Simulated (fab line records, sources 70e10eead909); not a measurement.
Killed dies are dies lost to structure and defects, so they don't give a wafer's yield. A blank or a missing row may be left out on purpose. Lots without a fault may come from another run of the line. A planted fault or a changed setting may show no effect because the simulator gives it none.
Chamber matching | flow nand_harc | NHARC_A_STAIRCASE_DEP_417 on pecvd-04: 3 sister chambers
The step deposits Si3N4, target thk 60 nm. 3 wafers are shown with their chamber, then 7 later ones without.

WAFERS WITH THEIR CHAMBER
wafer  | chamber | heater_power_w (W)
L080.4 | 1       | 802
L080.6 | 0       | 853
L079.5 | 2       | 765

WAFERS WITHOUT THEIR CHAMBER
wafer  | heater_power_w (W)
L079.6 | 842
L085.1 | 751
L085.5 | 835
L085.6 | 723
L088.2 | 823
L088.4 | 786
L088.6 | 737

WHICH CHAMBER EACH WENT THROUGH
wafer  | from the rows above          | in truth
L079.6 | can't be placed: 0 or 1      | 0
L085.1 | can't be placed: 2 or 1      | 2
L085.5 | can't be placed: 0 or 1      | 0
L085.6 | can't be placed: 2 or 1      | 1
L088.2 | can't be placed: 1 or 0 or 2 | 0
L088.4 | can't be placed: 1 or 2      | 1
L088.6 | can't be placed: 2 or 1      | 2
Placed correctly: 0 of 7. Can't be placed from these rows: 7 (the true chamber is among the candidates in 7). Placed wrongly: 0.
How it was worked out, from the rows above alone: a wafer's distance from a chamber is the root of the sum, over the readings, of the square of ((its reading less the chamber's mean) divided by the reading's scatter). The wafer belongs to the nearest chamber; if the next one is less than 2 further off, it can't be placed. A chamber's mean is the mean of its shown wafers. The scatter: with one shown wafer a chamber, the root of the mean of the squares of how far each hidden wafer lies from its nearest shown one.
